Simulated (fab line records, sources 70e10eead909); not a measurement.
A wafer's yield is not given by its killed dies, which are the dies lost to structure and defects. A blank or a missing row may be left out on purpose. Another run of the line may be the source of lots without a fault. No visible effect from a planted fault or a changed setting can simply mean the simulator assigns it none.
Chamber matching | flow nand_harc | 4 sister chambers for NHARC_P_CONTACT_ALD_22 on ald_metal-04
The step deposits TiN, target thk 3 nm, pulse time 1 s, ald cycles 150. 4 wafers are shown with their chamber, then 9 later ones without.

WAFERS WITH THEIR CHAMBER
wafer  | chamber | heater_power_w (W)
L083.3 | 1       | 959
L083.2 | 2       | 1599
L083.4 | 0       | 1237
L083.6 | 3       | 998

WAFERS WHOSE CHAMBER IS MISSING
wafer  | heater_power_w (W)
L087.1 | 1587
L087.2 | 1221
L087.4 | 959
L092.1 | 961
L092.3 | 1226
L092.4 | 947
L095.3 | 946
L095.5 | 957
L095.6 | 1488

CHAMBER TAKEN BY EACH
wafer  | from the rows above     | in truth
L087.1 | 2                       | 2
L087.2 | 0                       | 0
L087.4 | can't be placed: 1 or 3 | 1
L092.1 | can't be placed: 1 or 3 | 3
L092.3 | 0                       | 0
L092.4 | can't be placed: 1 or 3 | 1
L095.3 | can't be placed: 1 or 3 | 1
L095.5 | can't be placed: 1 or 3 | 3
L095.6 | 2                       | 2
Correct placement for 4 of the 9. Not placeable from these rows: 5 (in 5, the candidates include the true chamber). Placed wrongly: 0.
How it was worked out, from the rows above alone: a wafer's distance from a chamber is the root of the sum, over the readings, of the square of ((its reading less the chamber's mean) divided by the reading's scatter). The wafer belongs to the nearest chamber; if the next one is less than 2 further off, it can't be placed. A chamber's mean is the mean of its shown wafers. The scatter: with one shown wafer a chamber, the root of the mean of the squares of how far each hidden wafer lies from its nearest shown one.
